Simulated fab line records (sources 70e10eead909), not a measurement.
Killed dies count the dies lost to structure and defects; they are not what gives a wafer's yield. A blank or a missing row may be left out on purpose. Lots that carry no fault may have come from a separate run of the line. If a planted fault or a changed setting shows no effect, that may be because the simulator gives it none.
Chamber matching + flow nand harc + NHARC_A_M0_DESCUM_14 on rie diel-08 has 4 sister chambers
The step chemistry O2, time 3 s. 16 wafers are shown with their chamber, then 8 later ones without.

== WAFERS WITH THEIR CHAMBER ==
| wafer  | chamber | drypump motor current A (A) | oes product au (a.u.) | throttle valve pct (%) |
|--------|---------|-----------------------------|-----------------------|------------------------|
| L252.1 | 3       | 5.93                        | 0.994                 | 11.320                 |
| L252.2 | 1       | 5.57                        | 0.988                 | 11.319                 |
| L252.5 | 0       | 5.69                        | 0.992                 | 11.308                 |
| L259.1 | 1       | 5.55                        | 0.980                 | 11.328                 |
| L259.2 | 3       | 5.90                        | 0.988                 | 11.321                 |
| L259.4 | 0       | 5.70                        | 1.011                 | 11.324                 |
| L261.3 | 0       | 5.68                        | 1.001                 | 11.320                 |
| L261.5 | 1       | 5.55                        | 0.979                 | 11.315                 |
| L261.6 | 0       | 5.68                        | 1.002                 | 11.310                 |
| L260.2 | 1       | 5.55                        | 0.974                 | 11.327                 |
| L260.3 | 3       | 5.91                        | 0.990                 | 11.318                 |
| L260.5 | 3       | 5.93                        | 0.991                 | 11.323                 |
| L263.1 | 0       | 5.68                        | 1.012                 | 11.318                 |
| L263.3 | 2       | 5.94                        | 1.005                 | 11.293                 |
| L263.6 | 1       | 5.54                        | 0.974                 | 11.309                 |
| L265.2 | 1       | 5.55                        | 0.988                 | 11.300                 |

SIGNATURES (means of the wafers above)
| reading                 | chamber 0 | chamber 1 | chamber 2 | chamber 3 | scatter within a chamber |
|-------------------------|-----------|-----------|-----------|-----------|--------------------------|
| drypump motor current A | 5.6860    | 5.5517    | 5.9400    | 5.9175    | 0.0111                   |
| oes product au          | 1.00360   | 0.98050   | 1.00500   | 0.99075   | 0.00637                  |
| throttle valve pct      | 11.31600  | 11.31633  | 11.29300  | 11.32050  | 0.00804                  |
Rule: for a wafer and a chamber, the distance is found by dividing, reading by reading, the gap between the wafer's reading and the chamber's mean by the reading's scatter, squaring, summing and taking the root. The wafer belongs to the nearest chamber; if the next one is less than 2 further off, it can't be placed. How the scatter is found: for the shown wafers, subtract from each reading the mean of its chamber, square and add these, divide the total by (wafers less chambers), then take the root.

== WAFERS WHOSE CHAMBER IS MISSING ==
| wafer  | drypump motor current A (A) | oes product au (a.u.) | throttle valve pct (%) |
|--------|-----------------------------|-----------------------|------------------------|
| L265.3 | 5.94                        | 1.002                 | 11.323                 |
| L265.6 | 5.66                        | 1.017                 | 11.325                 |
| L266.2 | 5.53                        | 0.989                 | 11.316                 |
| L266.3 | 5.93                        | 1.001                 | 11.334                 |
| L266.4 | 5.95                        | 0.984                 | 11.313                 |
| L269.1 | 5.95                        | 1.011                 | 11.309                 |
| L269.4 | 5.68                        | 1.002                 | 11.309                 |
| L269.5 | 5.55                        | 0.983                 | 11.308                 |

== THE CHAMBER EACH PASSED THROUGH ==
| wafer  | from the rows above     | in truth                   |
|--------|-------------------------|----------------------------|
| L265.3 | can't be placed: 3 or 2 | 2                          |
| L265.6 | 0                       | 0                          |
| L266.2 | 1                       | 1                          |
| L266.3 | 3                       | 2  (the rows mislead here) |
| L266.4 | can't be placed: 3 or 2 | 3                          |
| L269.1 | 2                       | 2                          |
| L269.4 | 0                       | 0                          |
| L269.5 | 1                       | 1                          |
5 of 8 placed correctly. Cannot be placed on the basis of these rows: 2; the candidates contain the true chamber in 2. Placed wrongly: 1.
